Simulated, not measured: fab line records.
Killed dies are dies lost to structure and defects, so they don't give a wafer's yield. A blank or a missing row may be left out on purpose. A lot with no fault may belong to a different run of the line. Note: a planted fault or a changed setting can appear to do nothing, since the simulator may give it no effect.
Matching of chambers :: flow nandHarc :: NHARC_A_M1_PRE_CLEAN_32 on pecvd-01: 3 sister chambers
The step time 12 s. 6 wafers are shown with their chamber, then 7 later ones without.

WAFERS PAIRED WITH THEIR CHAMBERS
wafer: L080.3
chamber: 1
heaterPowerW (W): 638
heaterPowerOuterW (W): 366

wafer: L082.5
chamber: 2
heaterPowerW (W): 667
heaterPowerOuterW (W): 435

wafer: L084.3
chamber: 1
heaterPowerW (W): 617
heaterPowerOuterW (W): 358

wafer: L084.4
chamber: 2
heaterPowerW (W): 645
heaterPowerOuterW (W): 431

wafer: L090.2
chamber: 0
heaterPowerW (W): 755
heaterPowerOuterW (W): 436

wafer: L090.5
chamber: 0
heaterPowerW (W): 770
heaterPowerOuterW (W): 426

WAFERS WITH NO CHAMBER GIVEN
wafer: L090.6
heaterPowerW (W): 609
heaterPowerOuterW (W): 344

wafer: L094.1
heaterPowerW (W): 585
heaterPowerOuterW (W): 338

wafer: L094.2
heaterPowerW (W): 719
heaterPowerOuterW (W): 456

wafer: L094.4
heaterPowerW (W): 695
heaterPowerOuterW (W): 468

wafer: L096.2
heaterPowerW (W): 692
heaterPowerOuterW (W): 447

wafer: L096.5
heaterPowerW (W): 561
heaterPowerOuterW (W): 315

wafer: L096.6
heaterPowerW (W): 711
heaterPowerOuterW (W): 382

EACH ONE'S CHAMBER
wafer: L090.6
from the rows above: 1
in truth: 1

wafer: L094.1
from the rows above: 1
in truth: 1

wafer: L094.2
from the rows above: can't be placed: 0 or 2
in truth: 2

wafer: L094.4
from the rows above: can't be placed: 2 or 0
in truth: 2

wafer: L096.2
from the rows above: 2
in truth: 2

wafer: L096.5
from the rows above: 1
in truth: 1

wafer: L096.6
from the rows above: 1
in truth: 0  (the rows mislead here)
Correct placement for 4 of the 7. Cannot be placed on the basis of these rows: 2; the candidates contain the true chamber in 2. Number placed wrongly: 1.
How it was worked out, from the rows above alone: a wafer's distance from a chamber is the root of the sum, over the readings, of the square of ((its reading less the chamber's mean) divided by the reading's scatter). The wafer belongs to the nearest chamber; if the next one is less than 2 further off, it can't be placed. For every chamber, the mean is computed from those of its wafers that are shown. How the scatter is found: for the shown wafers, subtract from each reading the mean of its chamber, square and add these, divide the total by (wafers less chambers), then take the root.
